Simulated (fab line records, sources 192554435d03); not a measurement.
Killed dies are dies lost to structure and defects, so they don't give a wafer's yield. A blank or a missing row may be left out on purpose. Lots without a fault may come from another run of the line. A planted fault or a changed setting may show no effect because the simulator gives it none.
Chamber matching | flow n5_finfet | N5_BEOL_M8_CMP_52 on cmp-02: 4 sister chambers
The step polishes, stops on SiCOH lowk, t overpolish 6.9 s, target thk 80 nm. 4 wafers are shown with their chamber, then 9 later ones without.

WAFERS WITH THEIR CHAMBER
wafer  | chamber | motor_current_A (A)
L086.4 | 1       | 5.2
L086.6 | 0       | 5.8
L089.5 | 3       | 5.9
L089.6 | 2       | 4.6

WAFERS WITHOUT THEIR CHAMBER
wafer  | motor_current_A (A)
L088.1 | 5.4
L088.3 | 4.4
L088.4 | 5.9
L087.1 | 4.7
L087.2 | 6.3
L087.3 | 5.2
L094.2 | 4.6
L094.3 | 5.9
L094.6 | 5.9

WHICH CHAMBER EACH WENT THROUGH
wafer  | from the rows above          | in truth
L088.1 | can't be placed: 1 or 0 or 3 | 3
L088.3 | 2                            | 2
L088.4 | can't be placed: 3 or 0      | 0
L087.1 | 2                            | 2
L087.2 | can't be placed: 3 or 0      | 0
L087.3 | 1                            | 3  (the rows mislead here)
L094.2 | 2                            | 2
L094.3 | can't be placed: 3 or 0      | 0
L094.6 | can't be placed: 3 or 0      | 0
Placed correctly: 3 of 9. Can't be placed from these rows: 5 (the true chamber is among the candidates in 5). Placed wrongly: 1.
How it was worked out, from the rows above alone: a wafer's distance from a chamber is the root of the sum, over the readings, of the square of ((its reading less the chamber's mean) divided by the reading's scatter). The wafer belongs to the nearest chamber; if the next one is less than 2 further off, it can't be placed. A chamber's mean is the mean of its shown wafers. The scatter: with one shown wafer a chamber, the root of the mean of the squares of how far each hidden wafer lies from its nearest shown one.
